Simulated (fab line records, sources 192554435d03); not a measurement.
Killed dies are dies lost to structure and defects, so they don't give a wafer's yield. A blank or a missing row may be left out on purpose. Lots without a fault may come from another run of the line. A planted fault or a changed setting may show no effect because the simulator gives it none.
Chamber matching | flow n5_finfet | N5_BEOL_M0_CUTY_ETCH_62 on rie_diel-02: 4 sister chambers
The step etches SiARC in CF4, time 58.5 s. 4 wafers are shown with their chamber, then 7 later ones without.

WAFERS WITH THEIR CHAMBER
wafer  | chamber | showerhead_plenum_p_Torr (Torr)
L082.1 | 1       | 2.06
L087.3 | 0       | 2.03
L087.5 | 2       | 2.21
L090.5 | 3       | 2.05

WAFERS WITHOUT THEIR CHAMBER
wafer  | showerhead_plenum_p_Torr (Torr)
L090.6 | 2.21
L095.3 | 2.05
L095.4 | 2.20
L095.5 | 2.04
L096.3 | 2.02
L096.4 | 2.20
L096.5 | 2.02

WHICH CHAMBER EACH WENT THROUGH
wafer  | from the rows above          | in truth
L090.6 | 2                            | 2
L095.3 | can't be placed: 3 or 1      | 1
L095.4 | 2                            | 2
L095.5 | can't be placed: 3 or 0 or 1 | 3
L096.3 | 0                            | 0
L096.4 | 2                            | 2
L096.5 | 0                            | 0
Placed correctly: 5 of 7. Can't be placed from these rows: 2 (the true chamber is among the candidates in 2). Placed wrongly: 0.
How it was worked out, from the rows above alone: a wafer's distance from a chamber is the root of the sum, over the readings, of the square of ((its reading less the chamber's mean) divided by the reading's scatter). The wafer belongs to the nearest chamber; if the next one is less than 2 further off, it can't be placed. A chamber's mean is the mean of its shown wafers. The scatter: with one shown wafer a chamber, the root of the mean of the squares of how far each hidden wafer lies from its nearest shown one.
